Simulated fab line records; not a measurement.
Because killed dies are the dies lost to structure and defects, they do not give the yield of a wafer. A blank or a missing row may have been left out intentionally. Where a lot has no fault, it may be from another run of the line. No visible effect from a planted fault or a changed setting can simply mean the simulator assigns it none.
Split-lot study    flow n5_finfet    route with 1938 steps; 7 lots, 21 wafers read

THE SPLIT
At N5_BEOL_M11_ETCH_62 (etches SOC in N2/H2, target depth 110 nm, overetch 22 nm, time 165 s), the setting time_s was moved away from the recipe's 165 s on 8 of the 21 wafers read, by -11.8% to +21.9%. The other wafers ran this setting at the recipe's value.

FROM THE SPLIT TO THE READING: what the file shows between them, 2 steps
- N5_BEOL_M11_STRIP_68: strips in N2/H2
- N5_BEOL_M11_STRIP_67: strips in CF4

THE READING
etch.depth_nm (the simulator's own value, which no gauge read), in nm, at N5_BEOL_M11_HM_OPEN_17 (chemistry Cl2/BCl3, target TiN, target depth 20 nm, overetch 6 nm). The file gives no usual value for it. Across the 13 wafers here that went through the recipe, the average is 19.92 nm and the standard deviation 0.23 nm.

wafer   tool, chamber at the split  time_s as run, s  against the recipe  etch.depth_nm, nm  against lot-mates on the recipe
L080.1  rie_diel-03, 0              165               recipe              19.54              -
L080.3  rie_diel-03, 3              165               recipe              19.67              -
L080.6  rie_diel-03, 2              165               recipe              19.71              -
L084.1  rie_diel-03, 2              145.5             -11.8%              19.81              -0.21
L084.3  rie_diel-03, 3              165               recipe              20.02              -
L084.6  rie_diel-03, 1              145.5             -11.8%              19.64              -0.38
L083.2  rie_diel-02, 3              165               recipe              20.06              -
L083.4  rie_diel-02, 2              201.1             +21.9%              16.17              -3.87
L083.6  rie_diel-02, 0              165               recipe              20.02              -
L086.1  rie_diel-02, 3              201               +21.8%              16.74              -3.29
L086.4  rie_diel-02, 2              201               +21.8%              17.08              -2.95
L086.6  rie_diel-02, 3              165               recipe              20.03              -
L090.1  rie_diel-01, 0              165               recipe              20.22              -
L090.3  rie_diel-01, 1              165               recipe              20.19              -
L090.5  rie_diel-01, 2              165               recipe              20.07              -
L093.2  rie_diel-01, 2              165               recipe              20.1               -
L093.3  rie_diel-01, 0              183.3             +11.1%              18.63              -1.47
L093.5  rie_diel-01, 1              183.3             +11.1%              18.64              -1.46
L097.2  rie_diel-01, 0              165               recipe              19.8               -
L097.3  rie_diel-01, 3              195.9             +18.7%              16.57              -3.09
L097.5  rie_diel-01, 2              165               recipe              19.52              -

THE FIT
A straight line over all 21 wafers: etch.depth_nm changes by -0.119 nm for each +1% of time_s; r = -0.90; the points scatter about the line by 0.61 nm.
The same after taking each lot's own level away (the mean of its wafers on the recipe; 21 wafers): -0.12 nm for each +1%; r = -0.90; scatter 0.59 nm.
On that fit, the largest move of time_s shifts the reading by 2.6 nm.
The span of the lots' own levels, 19.640 to 20.160 nm, comes to 2.2 times the standard deviation stated above.
The two slopes agree, so the slope changes little with the lot-to-lot level.
Check: -2.71 nm against its lot-mates is what the line predicts for one of the wafers moved furthest among these (+21.9%) when that wafer is left out of the fit. Against them it came out at -3.87 nm.

OTHER SPLITS ON THESE WAFERS
Note: prior to the reading, these wafers also went through further splits. Each is held against what the fit with the lots' levels taken away leaves over:
other split on the same wafers  wafers away from the commonest value  r with etch.depth_nm (lot level and that fit taken away)
N5_BEOL_M8_DEP_56 time_s        5                                     +0.18
N5_BEOL_M11_COAT_59 spin_rpm    7                                     +0.26
N5_BEOL_M11_EXPOSE_08 dose_mj   3                                     -0.15

FILE'S OWN FIT
etch.depth_nm changes by -0.142 nm for each +1% of time_s, r = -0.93.
